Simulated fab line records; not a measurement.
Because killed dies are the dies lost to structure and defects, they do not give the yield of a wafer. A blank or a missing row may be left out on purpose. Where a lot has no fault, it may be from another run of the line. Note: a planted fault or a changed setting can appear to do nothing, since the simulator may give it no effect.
fab line records :: flow n5_finfet :: part 2 of 2: steps 21 to 27 of 27
[record]
  lots = 5
  wafers = 15
  last_day = 17
route steps=1938 shown BEOL_M3@1020 BEOL_M4@1021
lots with no fault: from the same line, run without faults
start_h: the number of hours between the record's first day and the start of the first shown wafer of the lot :: wait_h: hours elapsed since this lot's preceding step :: " identical to the entry in the row above :: L1.1+2: one row covering several wafers at once :: - no value, or no start was given :: * or withheld: withheld :: < > ~ a bound
route shown NAME@n: names a module that has steps shown in the file, with the first one's number in the route :: usual: mean/standard deviation of fault-free wafers :: same: alike in all rows :: chamber/n: place in a boat :: sites: per-site readings :: _std_site: the standard deviation of these :: _edge_site: the outer-site mean with the inner-site mean subtracted :: radius_mm: how far each site lies from the wafer's centre :: mask NAME#n: copy n :: behind: the most recent tool/chamber to have shaped the wafer :: hold: what put the lot on hold/how long, in hours/how the hold closed :: device: names the non-switching transistor (n, p or np) :: end of line: tests of these same wafers at the route's end :: where a step has no rows: the recipe by itself :: killed: count of dies lost to structure and defects at first sort (not the wafer's yield) :: map: the dies of a wafer, with x for killed, . for not killed, _ for no die there
set.NAME: setting as actually run; set.NAME@STEP: the setting as run at that earlier step :: model.NAME: the simulator's own value behind a step, which no gauge read
lots at some steps of the route; a table a step, a row a wafer
services: when a tool's chamber went out of use (start_h, in hours from the record's first day, below 0 if earlier), for how many hours, and the reason
[[steps]]
[step N5_BEOL_M4_ETCH_64]
[recipe]
  chemistry = N2/H2
  target = SOC
  target_depth_a = 750
  overetch_a = 225
  mask_material = SiARC
  temp_c = 40
  time_s = 121.9
  ion_energy_ev = 200
  pressure_mtorr = 30
  source_w = 840
  bias_w = 150
  n2_flow_sccm = 200
  h2_flow_sccm = 200
[usual]
  drypump_motor_current_A = 5.5/0.37
  h2_flow_sccm = 199.9/0.59
  oes_product_au = 0.61/0.073
  rf_vpp_V = 523/3.1
  showerhead_plenum_p_Torr = 2.53/0.11
  throttle_valve_pct = 17.79/0.3
lot.wafer: L076.1
tool: rie_diel-04
chamber: 2
start_h: 159.79
wait_h: 0.0
drypump_motor_current_A: 5.7
h2_flow_sccm: 199.5
oes_product_au: 0.54
rf_hours_counter_h: 228
rf_vpp_V: 525
showerhead_plenum_p_Torr: 2.58
throttle_valve_pct: 17.95

lot.wafer: L076.2
tool: rie_diel-04
chamber: 3
start_h: 159.79
wait_h: 0.0
drypump_motor_current_A: 5.0
h2_flow_sccm: 200.2
oes_product_au: 0.52
rf_hours_counter_h: 252
rf_vpp_V: 524
showerhead_plenum_p_Torr: 2.62
throttle_valve_pct: 17.91

lot.wafer: L076.4
tool: rie_diel-04
chamber: 2
start_h: 159.79
wait_h: 0.0
drypump_motor_current_A: 5.7
h2_flow_sccm: 199.4
oes_product_au: 0.54
rf_hours_counter_h: -
rf_vpp_V: 525
showerhead_plenum_p_Torr: 2.58
throttle_valve_pct: 17.97

lot.wafer: L084.1
tool: rie_diel-04
chamber: 3
start_h: 214.84
wait_h: 0.0
drypump_motor_current_A: 5.0
h2_flow_sccm: 200.1
oes_product_au: 0.69
rf_hours_counter_h: 12
rf_vpp_V: 525
showerhead_plenum_p_Torr: 2.62
throttle_valve_pct: 17.35

lot.wafer: L084.5
tool: rie_diel-04
chamber: 1
start_h: 214.84
wait_h: 0.0
drypump_motor_current_A: 5.6
h2_flow_sccm: 199.4
oes_product_au: 0.76
rf_hours_counter_h: -
rf_vpp_V: 528
showerhead_plenum_p_Torr: 2.73
throttle_valve_pct: 17.69

lot.wafer: L084.6
tool: rie_diel-04
chamber: 3
start_h: 214.84
wait_h: 0.0
drypump_motor_current_A: 5.0
h2_flow_sccm: 200.2
oes_product_au: 0.69
rf_hours_counter_h: -
rf_vpp_V: 525
showerhead_plenum_p_Torr: 2.62
throttle_valve_pct: 17.35

lot.wafer: L085.2
tool: rie_diel-04
chamber: 3
start_h: 225.71
wait_h: 0.0
drypump_motor_current_A: 5.0
h2_flow_sccm: 199.5
oes_product_au: 0.68
rf_hours_counter_h: 17
rf_vpp_V: 526
showerhead_plenum_p_Torr: 2.61
throttle_valve_pct: 17.36

lot.wafer: L085.3
tool: rie_diel-04
chamber: 0
start_h: 225.71
wait_h: 0.0
drypump_motor_current_A: 6.0
h2_flow_sccm: 199.8
oes_product_au: 0.67
rf_hours_counter_h: 28
rf_vpp_V: 525
showerhead_plenum_p_Torr: 2.59
throttle_valve_pct: 17.47

lot.wafer: L085.6
tool: rie_diel-04
chamber: 3
start_h: 225.71
wait_h: 0.0
drypump_motor_current_A: 5.1
h2_flow_sccm: 198.7
oes_product_au: 0.68
rf_hours_counter_h: -
rf_vpp_V: 525
showerhead_plenum_p_Torr: 2.61
throttle_valve_pct: 17.36

lot.wafer: L095.3
tool: rie_diel-04
chamber: 2
start_h: 284.70
wait_h: 0.0
drypump_motor_current_A: 5.7
h2_flow_sccm: 199.8
oes_product_au: 0.68
rf_hours_counter_h: 23
rf_vpp_V: 526
showerhead_plenum_p_Torr: 2.56
throttle_valve_pct: 17.70

lot.wafer: L095.4
tool: rie_diel-04
chamber: 0
start_h: 284.70
wait_h: 0.0
drypump_motor_current_A: 6.1
h2_flow_sccm: 201.6
oes_product_au: 0.64
rf_hours_counter_h: 51
rf_vpp_V: 525
showerhead_plenum_p_Torr: 2.58
throttle_valve_pct: 17.51

lot.wafer: L095.6
tool: rie_diel-04
chamber: 0
start_h: 284.70
wait_h: 0.0
drypump_motor_current_A: 6.0
h2_flow_sccm: 200.4
oes_product_au: 0.64
rf_hours_counter_h: -
rf_vpp_V: 524
showerhead_plenum_p_Torr: 2.58
throttle_valve_pct: 17.51

lot.wafer: L097.1
tool: rie_diel-05
chamber: 2
start_h: 298.73
wait_h: 0.0
drypump_motor_current_A: 5.7
h2_flow_sccm: 198.9
oes_product_au: 0.56
rf_hours_counter_h: 189
rf_vpp_V: 518
showerhead_plenum_p_Torr: 2.34
throttle_valve_pct: 18.40

lot.wafer: L097.2
tool: rie_diel-05
chamber: 0
start_h: 298.73
wait_h: 0.0
drypump_motor_current_A: 4.8
h2_flow_sccm: 200.4
oes_product_au: 0.52
rf_hours_counter_h: 235
rf_vpp_V: 521
showerhead_plenum_p_Torr: 2.42
throttle_valve_pct: 18.13

lot.wafer: L097.4
tool: rie_diel-05
chamber: 0
start_h: 298.73
wait_h: 0.0
drypump_motor_current_A: 4.9
h2_flow_sccm: 200.0
oes_product_au: 0.51
rf_hours_counter_h: -
rf_vpp_V: 520
showerhead_plenum_p_Torr: 2.42
throttle_valve_pct: 18.11
[step N5_BEOL_M4_STRIP_65]
[recipe]
  chemistry = N2/H2
  temp_c = 40
  n2_flow_sccm = 200
  h2_flow_sccm = 200
  rf_frequency_hz = 6e+07
lot.wafer: L076.1+2+4
tool: rie_diel-04
chamber: 2,3,2
start_h: 159.90
wait_h: 0.1

lot.wafer: L084.1+5+6
tool: rie_diel-04
chamber: 3,1,3
start_h: 214.95
wait_h: 0.1

lot.wafer: L085.2+3+6
tool: rie_diel-04
chamber: 3,0,3
start_h: 225.83
wait_h: 0.1

lot.wafer: L095.3+4+6
tool: rie_diel-04
chamber: 2,0,0
start_h: 284.81
wait_h: 0.1

lot.wafer: L097.1+2+4
tool: rie_diel-05
chamber: 2,0,0
start_h: 298.84
wait_h: 0.1
[step N5_BEOL_M4_STRIP_75]
[recipe]
  chemistry = N2/H2
  temp_c = 40
  n2_flow_sccm = 200
  h2_flow_sccm = 200
  rf_frequency_hz = 6e+07
lot.wafer: L076.1+2+4
tool: rie_diel-04
chamber: 2,3,2
start_h: 159.91
wait_h: 0.0

lot.wafer: L084.1+5+6
tool: rie_diel-04
chamber: 3,1,3
start_h: 214.96
wait_h: 0.0

lot.wafer: L085.2+3+6
tool: rie_diel-04
chamber: 3,0,3
start_h: 225.84
wait_h: 0.0

lot.wafer: L095.3+4+6
tool: rie_diel-04
chamber: 2,0,0
start_h: 284.82
wait_h: 0.0

lot.wafer: L097.1+2+4
tool: rie_diel-05
chamber: 2,0,0
start_h: 298.85
wait_h: 0.0
[step N5_BEOL_M4_STRIP_66]
[recipe]
  chemistry = CF4
  resist = SiARC
  power_w = 300
  bias_power_w = 75
  pressure_mtorr = 50
  cf4_flow_sccm = 150
  rf_frequency_hz = 6e+07
[usual]
  drypump_motor_current_A = 5.5/0.37
  oes_product_au = 0.80/0.094
  rf_vpp_V = 270.9/1.9
  showerhead_plenum_p_Torr = 1.78/0.068
  throttle_valve_pct = 13.5/0.34
lot.wafer: L076.1
tool: rie_diel-04
chamber: 2
start_h: 159.92
wait_h: 0.0
drypump_motor_current_A: 5.7
oes_product_au: 0.70
rf_hours_counter_h: 228
rf_vpp_V: 271.3
showerhead_plenum_p_Torr: 1.84
throttle_valve_pct: 14.0

lot.wafer: L076.2
tool: rie_diel-04
chamber: 3
start_h: 159.92
wait_h: 0.0
drypump_motor_current_A: 5.1
oes_product_au: 0.68
rf_hours_counter_h: 252
rf_vpp_V: 273.9
showerhead_plenum_p_Torr: 1.83
throttle_valve_pct: 13.6

lot.wafer: L076.4
tool: rie_diel-04
chamber: 2
start_h: 159.92
wait_h: 0.0
drypump_motor_current_A: 5.7
oes_product_au: 0.69
rf_hours_counter_h: -
rf_vpp_V: 272.4
showerhead_plenum_p_Torr: 1.84
throttle_valve_pct: 14.0

lot.wafer: L084.1
tool: rie_diel-04
chamber: 3
start_h: 214.97
wait_h: 0.0
drypump_motor_current_A: 5.1
oes_product_au: 0.89
rf_hours_counter_h: 12
rf_vpp_V: 271.3
showerhead_plenum_p_Torr: 1.82
throttle_valve_pct: 13.0

lot.wafer: L084.5
tool: rie_diel-04
chamber: 1
start_h: 214.97
wait_h: 0.0
drypump_motor_current_A: 5.6
oes_product_au: 0.98
rf_hours_counter_h: -
rf_vpp_V: 275.7
showerhead_plenum_p_Torr: 1.88
throttle_valve_pct: 13.2

lot.wafer: L084.6
tool: rie_diel-04
chamber: 3
start_h: 214.97
wait_h: 0.0
drypump_motor_current_A: 5.1
oes_product_au: 0.89
rf_hours_counter_h: -
rf_vpp_V: 272.0
showerhead_plenum_p_Torr: 1.82
throttle_valve_pct: 13.0

lot.wafer: L085.2
tool: rie_diel-04
chamber: 3
start_h: 225.85
wait_h: 0.0
drypump_motor_current_A: 5.1
oes_product_au: 0.87
rf_hours_counter_h: 17
rf_vpp_V: 273.5
showerhead_plenum_p_Torr: 1.82
throttle_valve_pct: 13.0

lot.wafer: L085.3
tool: rie_diel-04
chamber: 0
start_h: 225.85
wait_h: 0.0
drypump_motor_current_A: 6.0
oes_product_au: 0.87
rf_hours_counter_h: 28
rf_vpp_V: 271.8
showerhead_plenum_p_Torr: 1.80
throttle_valve_pct: 13.2

lot.wafer: L085.6
tool: rie_diel-04
chamber: 3
start_h: 225.85
wait_h: 0.0
drypump_motor_current_A: 5.1
oes_product_au: 0.89
rf_hours_counter_h: -
rf_vpp_V: 271.2
showerhead_plenum_p_Torr: 1.82
throttle_valve_pct: 13.0

lot.wafer: L095.3
tool: rie_diel-04
chamber: 2
start_h: 284.83
wait_h: 0.0
drypump_motor_current_A: 5.7
oes_product_au: 0.88
rf_hours_counter_h: 23
rf_vpp_V: 272.0
showerhead_plenum_p_Torr: 1.83
throttle_valve_pct: 13.5

lot.wafer: L095.4
tool: rie_diel-04
chamber: 0
start_h: 284.83
wait_h: 0.0
drypump_motor_current_A: 6.0
oes_product_au: 0.83
rf_hours_counter_h: 51
rf_vpp_V: 272.6
showerhead_plenum_p_Torr: 1.80
throttle_valve_pct: 13.2

lot.wafer: L095.6
tool: rie_diel-04
chamber: 0
start_h: 284.83
wait_h: 0.0
drypump_motor_current_A: 6.0
oes_product_au: 0.84
rf_hours_counter_h: -
rf_vpp_V: 271.5
showerhead_plenum_p_Torr: 1.80
throttle_valve_pct: 13.2

lot.wafer: L097.1
tool: rie_diel-05
chamber: 2
start_h: 298.86
wait_h: 0.0
drypump_motor_current_A: 5.7
oes_product_au: 0.73
rf_hours_counter_h: 189
rf_vpp_V: 266.9
showerhead_plenum_p_Torr: 1.65
throttle_valve_pct: 14.0

lot.wafer: L097.2
tool: rie_diel-05
chamber: 0
start_h: 298.86
wait_h: 0.0
drypump_motor_current_A: 4.9
oes_product_au: 0.67
rf_hours_counter_h: 235
rf_vpp_V: 268.9
showerhead_plenum_p_Torr: 1.73
throttle_valve_pct: 14.0

lot.wafer: L097.4
tool: rie_diel-05
chamber: 0
start_h: 298.86
wait_h: 0.0
drypump_motor_current_A: 4.9
oes_product_au: 0.67
rf_hours_counter_h: -
rf_vpp_V: 268.3
showerhead_plenum_p_Torr: 1.73
throttle_valve_pct: 14.0
[step N5_BEOL_M4_HM_OPEN_17]
[recipe]
  chemistry = Cl2/BCl3
  target_depth_a = 200
  overetch_a = 60
  target = TiN
  mask_material = SOC
  ion_energy_ev = 150
  pressure_mtorr = 10
  icp_w = 1000
  bias_w = 126
  Cl2_flow_sccm = 53.25
  bcl3_flow_sccm = 21.75
  Ar_flow_sccm = 25
[usual]
  drypump_motor_current_A = 5.7/0.49
  oes_ar_750_au = 0.76/0.055
  oes_product_au = 0.65/0.048
  throttle_valve_pct = 22.32/0.21
lot.wafer: L076.1
tool: rie_metal-03
chamber: 0
start_h: 159.96
wait_h: 0.0
drypump_motor_current_A: 5.8
oes_ar_750_au: 0.85
oes_product_au: 0.77
rf_hours_counter_h: 7
throttle_valve_pct: 22.32

lot.wafer: L076.2
tool: rie_metal-03
chamber: 1
start_h: 159.96
wait_h: 0.0
drypump_motor_current_A: 6.1
oes_ar_750_au: 0.62
oes_product_au: 0.55
rf_hours_counter_h: 101
throttle_valve_pct: 22.21

lot.wafer: L076.4
tool: rie_metal-03
chamber: 0
start_h: 159.96
wait_h: 0.0
drypump_motor_current_A: 5.8
oes_ar_750_au: 0.85
oes_product_au: 0.77
rf_hours_counter_h: -
throttle_valve_pct: 22.32

lot.wafer: L084.1
tool: rie_metal-01
chamber: 1
start_h: 215.01
wait_h: 0.0
drypump_motor_current_A: 4.9
oes_ar_750_au: 0.82
oes_product_au: 0.67
rf_hours_counter_h: 35
throttle_valve_pct: 21.98

lot.wafer: L084.5
tool: rie_metal-01
chamber: 1
start_h: 215.01
wait_h: 0.0
drypump_motor_current_A: 4.9
oes_ar_750_au: 0.82
oes_product_au: 0.68
rf_hours_counter_h: -
throttle_valve_pct: 21.98

lot.wafer: L084.6
tool: rie_metal-01
chamber: 0
start_h: 215.01
wait_h: 0.0
drypump_motor_current_A: 5.6
oes_ar_750_au: 0.75
oes_product_au: 0.66
rf_hours_counter_h: -
throttle_valve_pct: 22.28

lot.wafer: L085.2
tool: rie_metal-02
chamber: 0
start_h: 225.89
wait_h: 0.0
drypump_motor_current_A: 5.9
oes_ar_750_au: 0.72
oes_product_au: 0.60
rf_hours_counter_h: 79
throttle_valve_pct: 22.58

lot.wafer: L085.3
tool: rie_metal-02
chamber: 0
start_h: 225.89
wait_h: 0.0
drypump_motor_current_A: 6.0
oes_ar_750_au: 0.73
oes_product_au: 0.60
rf_hours_counter_h: -
throttle_valve_pct: 22.58

lot.wafer: L085.6
tool: rie_metal-02
chamber: 0
start_h: 225.89
wait_h: 0.0
drypump_motor_current_A: 6.0
oes_ar_750_au: 0.72
oes_product_au: 0.60
rf_hours_counter_h: -
throttle_valve_pct: 22.57

lot.wafer: L095.3
tool: rie_metal-02
chamber: 0
start_h: 284.90
wait_h: 0.1
drypump_motor_current_A: 6.0
oes_ar_750_au: 0.71
oes_product_au: 0.60
rf_hours_counter_h: -
throttle_valve_pct: 22.58

lot.wafer: L095.4
tool: rie_metal-02
chamber: 1
start_h: 284.90
wait_h: 0.1
drypump_motor_current_A: 6.3
oes_ar_750_au: 0.77
oes_product_au: 0.66
rf_hours_counter_h: -
throttle_valve_pct: 22.44

lot.wafer: L095.6
tool: rie_metal-02
chamber: 0
start_h: 284.90
wait_h: 0.1
drypump_motor_current_A: 5.9
oes_ar_750_au: 0.71
oes_product_au: 0.60
rf_hours_counter_h: -
throttle_valve_pct: 22.58

lot.wafer: L097.1
tool: rie_metal-02
chamber: 1
start_h: 298.90
wait_h: 0.0
drypump_motor_current_A: 6.3
oes_ar_750_au: 0.75
oes_product_au: 0.65
rf_hours_counter_h: 38
throttle_valve_pct: 22.46

lot.wafer: L097.2
tool: rie_metal-02
chamber: 0
start_h: 298.90
wait_h: 0.0
drypump_motor_current_A: 5.9
oes_ar_750_au: 0.71
oes_product_au: 0.59
rf_hours_counter_h: 85
throttle_valve_pct: 22.59

lot.wafer: L097.4
tool: rie_metal-02
chamber: 1
start_h: 298.90
wait_h: 0.0
drypump_motor_current_A: 6.2
oes_ar_750_au: 0.76
oes_product_au: 0.65
rf_hours_counter_h: -
throttle_valve_pct: 22.48
[step N5_BEOL_M4_STRIP_19]
[recipe]
  chemistry = O2
  power_w = 400
  temp_c = 40
  pressure_mtorr = 30
  rf_frequency_hz = 6e+07
  bias_power_w = 0
  overash_fraction = 0.2
  o2_flow_sccm = 225
[usual]
  drypump_motor_current_A = 5.5/0.38
  oes_product_au = 0.81/0.093
  rf_vpp_V = 3.7/0.49
  showerhead_plenum_p_Torr = 2.10/0.087
  throttle_valve_pct = 16.61/0.3
lot.wafer: L076.1
tool: rie_diel-01
chamber: 3
start_h: 160.10
wait_h: 0.1
drypump_motor_current_A: 5.9
oes_product_au: 0.72
rf_hours_counter_h: 198
rf_vpp_V: 3.9
showerhead_plenum_p_Torr: 2.20
throttle_valve_pct: 16.94

lot.wafer: L076.2
tool: rie_diel-01
chamber: 1
start_h: 160.10
wait_h: 0.1
drypump_motor_current_A: 5.2
oes_product_au: 0.78
rf_hours_counter_h: 144
rf_vpp_V: 4.3
showerhead_plenum_p_Torr: 2.07
throttle_valve_pct: 16.67

lot.wafer: L076.4
tool: rie_diel-01
chamber: 2
start_h: 160.10
wait_h: 0.1
drypump_motor_current_A: 5.4
oes_product_au: 0.85
rf_hours_counter_h: 62
rf_vpp_V: 3.9
showerhead_plenum_p_Torr: 2.17
throttle_valve_pct: 16.76

lot.wafer: L084.1
tool: rie_diel-01
chamber: 3
start_h: 215.17
wait_h: 0.1
drypump_motor_current_A: 5.9
oes_product_au: 0.70
rf_hours_counter_h: 212
rf_vpp_V: 3.4
showerhead_plenum_p_Torr: 2.19
throttle_valve_pct: 16.96

lot.wafer: L084.5
tool: rie_diel-01
chamber: 3
start_h: 215.17
wait_h: 0.1
drypump_motor_current_A: 5.9
oes_product_au: 0.71
rf_hours_counter_h: -
rf_vpp_V: 3.6
showerhead_plenum_p_Torr: 2.19
throttle_valve_pct: 16.99

lot.wafer: L084.6
tool: rie_diel-01
chamber: 0
start_h: 215.17
wait_h: 0.1
drypump_motor_current_A: 6.0
oes_product_au: 0.90
rf_hours_counter_h: -
rf_vpp_V: 3.6
showerhead_plenum_p_Torr: 2.02
throttle_valve_pct: 16.29

lot.wafer: L085.2
tool: rie_diel-04
chamber: 1
start_h: 226.00
wait_h: 0.1
drypump_motor_current_A: 5.6
oes_product_au: 1.00
rf_hours_counter_h: 6
rf_vpp_V: 3.8
showerhead_plenum_p_Torr: 2.21
throttle_valve_pct: 16.31

lot.wafer: L085.3
tool: rie_diel-04
chamber: 0
start_h: 226.00
wait_h: 0.1
drypump_motor_current_A: 6.0
oes_product_au: 0.88
rf_hours_counter_h: 28
rf_vpp_V: 3.0
showerhead_plenum_p_Torr: 2.13
throttle_valve_pct: 16.36

lot.wafer: L085.6
tool: rie_diel-04
chamber: 3
start_h: 226.00
wait_h: 0.1
drypump_motor_current_A: 5.1
oes_product_au: 0.90
rf_hours_counter_h: -
rf_vpp_V: 3.4
showerhead_plenum_p_Torr: 2.15
throttle_valve_pct: 16.17

lot.wafer: L095.3
tool: rie_diel-04
chamber: 0
start_h: 284.99
wait_h: 0.1
drypump_motor_current_A: 6.0
oes_product_au: 0.84
rf_hours_counter_h: 52
rf_vpp_V: 2.9
showerhead_plenum_p_Torr: 2.13
throttle_valve_pct: 16.43

lot.wafer: L095.4
tool: rie_diel-04
chamber: 1
start_h: 284.99
wait_h: 0.1
drypump_motor_current_A: 5.6
oes_product_au: 0.93
rf_hours_counter_h: 30
rf_vpp_V: 4.7
showerhead_plenum_p_Torr: 2.20
throttle_valve_pct: 16.34

lot.wafer: L095.6
tool: rie_diel-04
chamber: 2
start_h: 284.99
wait_h: 0.1
drypump_motor_current_A: 5.7
oes_product_au: 0.89
rf_hours_counter_h: -
rf_vpp_V: 3.9
showerhead_plenum_p_Torr: 2.12
throttle_valve_pct: 16.63

lot.wafer: L097.1
tool: rie_diel-04
chamber: 1
start_h: 299.02
wait_h: 0.1
drypump_motor_current_A: 5.6
oes_product_au: 0.92
rf_hours_counter_h: 34
rf_vpp_V: 3.5
showerhead_plenum_p_Torr: 2.20
throttle_valve_pct: 16.33

lot.wafer: L097.2
tool: rie_diel-04
chamber: 3
start_h: 299.02
wait_h: 0.1
drypump_motor_current_A: 5.0
oes_product_au: 0.82
rf_hours_counter_h: 47
rf_vpp_V: 3.0
showerhead_plenum_p_Torr: 2.14
throttle_valve_pct: 16.22

lot.wafer: L097.4
tool: rie_diel-04
chamber: 2
start_h: 299.02
wait_h: 0.1
drypump_motor_current_A: 5.7
oes_product_au: 0.87
rf_hours_counter_h: 27
rf_vpp_V: 4.4
showerhead_plenum_p_Torr: 2.12
throttle_valve_pct: 16.63
[step N5_BEOL_M4_CD_MEAS_18]
[recipe]
  pitch_nm = 36
  target_cd_nm = 18
[usual]
  cd_nm = 18.1/0.4
lot.wafer: L076.1
tool: cd_sem-03
chamber: -
start_h: 160.17
wait_h: 0.0
cd_nm: 17.8

lot.wafer: L076.2
tool: cd_sem-03
chamber: -
start_h: 160.17
wait_h: 0.0
cd_nm: 18.1

lot.wafer: L076.4
tool: cd_sem-03
chamber: -
start_h: 160.17
wait_h: 0.0
cd_nm: 18.1

lot.wafer: L084.1
tool: cd_sem-03
chamber: -
start_h: 215.24
wait_h: 0.0
cd_nm: 18.7

lot.wafer: L084.5
tool: cd_sem-03
chamber: -
start_h: 215.24
wait_h: 0.0
cd_nm: 17.4

lot.wafer: L084.6
tool: cd_sem-03
chamber: -
start_h: 215.24
wait_h: 0.0
cd_nm: 18.8

lot.wafer: L085.2
tool: cd_sem-01
chamber: -
start_h: 226.07
wait_h: 0.1
cd_nm: 18.8

lot.wafer: L085.3
tool: cd_sem-01
chamber: -
start_h: 226.07
wait_h: 0.1
cd_nm: 17.8

lot.wafer: L085.6
tool: cd_sem-01
chamber: -
start_h: 226.07
wait_h: 0.1
cd_nm: 18.8

lot.wafer: L095.3
tool: cd_sem-02
chamber: -
start_h: 285.06
wait_h: 0.1
cd_nm: 18.0

lot.wafer: L095.4
tool: cd_sem-02
chamber: -
start_h: 285.06
wait_h: 0.1
cd_nm: 17.8

lot.wafer: L095.6
tool: cd_sem-02
chamber: -
start_h: 285.06
wait_h: 0.1
cd_nm: 18.1

lot.wafer: L097.1
tool: cd_sem-02
chamber: -
start_h: 299.09
wait_h: 0.0
cd_nm: 18.3

lot.wafer: L097.2
tool: cd_sem-02
chamber: -
start_h: 299.09
wait_h: 0.0
cd_nm: 18.3

lot.wafer: L097.4
tool: cd_sem-02
chamber: -
start_h: 299.09
wait_h: 0.0
cd_nm: 18.1
[[services]]
tool: pecvd-01
chamber: -
start_h: 139.80
hours: 3.4
kind: repair

tool: euv_scanner-02
chamber: -
start_h: 140.25
hours: 4.6
kind: pm

tool: rie_diel-05
chamber: 0
start_h: 148.21
hours: 4.6
kind: repair

tool: pecvd-02
chamber: -
start_h: 153.19
hours: 2.8
kind: pm

tool: euv_scanner-01
chamber: -
start_h: 155.92
hours: 1.0
kind: pm

tool: pecvd-02
chamber: 0
start_h: 174.57
hours: 9.4
kind: repair

tool: euv_scanner-02
chamber: -
start_h: 176.16
hours: 1.0
kind: pm

tool: pecvd-04
chamber: 0
start_h: 180.42
hours: 6.5
kind: repair

tool: rie_diel-01
chamber: 3
start_h: 195.47
hours: 16.5
kind: repair

tool: pecvd-02
chamber: -
start_h: 195.94
hours: 0.3
kind: repair

tool: rie_diel-04
chamber: 0
start_h: 199.60
hours: 4.3
kind: repair

tool: pecvd-01
chamber: -
start_h: 203.80
hours: 6.0
kind: pm

tool: pecvd-04
chamber: -
start_h: 204.84
hours: 5.5
kind: pm

tool: euv_scanner-01
chamber: -
start_h: 212.07
hours: 1.0
kind: pm

tool: euv_scanner-01
chamber: -
start_h: 230.44
hours: 0.4
kind: repair

tool: euv_scanner-02
chamber: -
start_h: 232.31
hours: 1.0
kind: pm

tool: rie_diel-05
chamber: 0
start_h: 245.48
hours: 11.8
kind: repair

tool: rie_diel-01
chamber: -
start_h: 259.93
hours: 15.6
kind: pm

tool: euv_scanner-01
chamber: -
start_h: 268.22
hours: 1.0
kind: pm

tool: euv_scanner-01
chamber: -
start_h: 280.34
hours: 13.5
kind: repair

tool: euv_scanner-02
chamber: -
start_h: 283.31
hours: 0.7
kind: repair

tool: pecvd-02
chamber: 2
start_h: 283.41
hours: 20.6
kind: repair

tool: euv_scanner-01
chamber: -
start_h: 293.85
hours: 4.6
kind: pm

tool: rie_diel-05
chamber: 3
start_h: 295.88
hours: 15.1
kind: repair
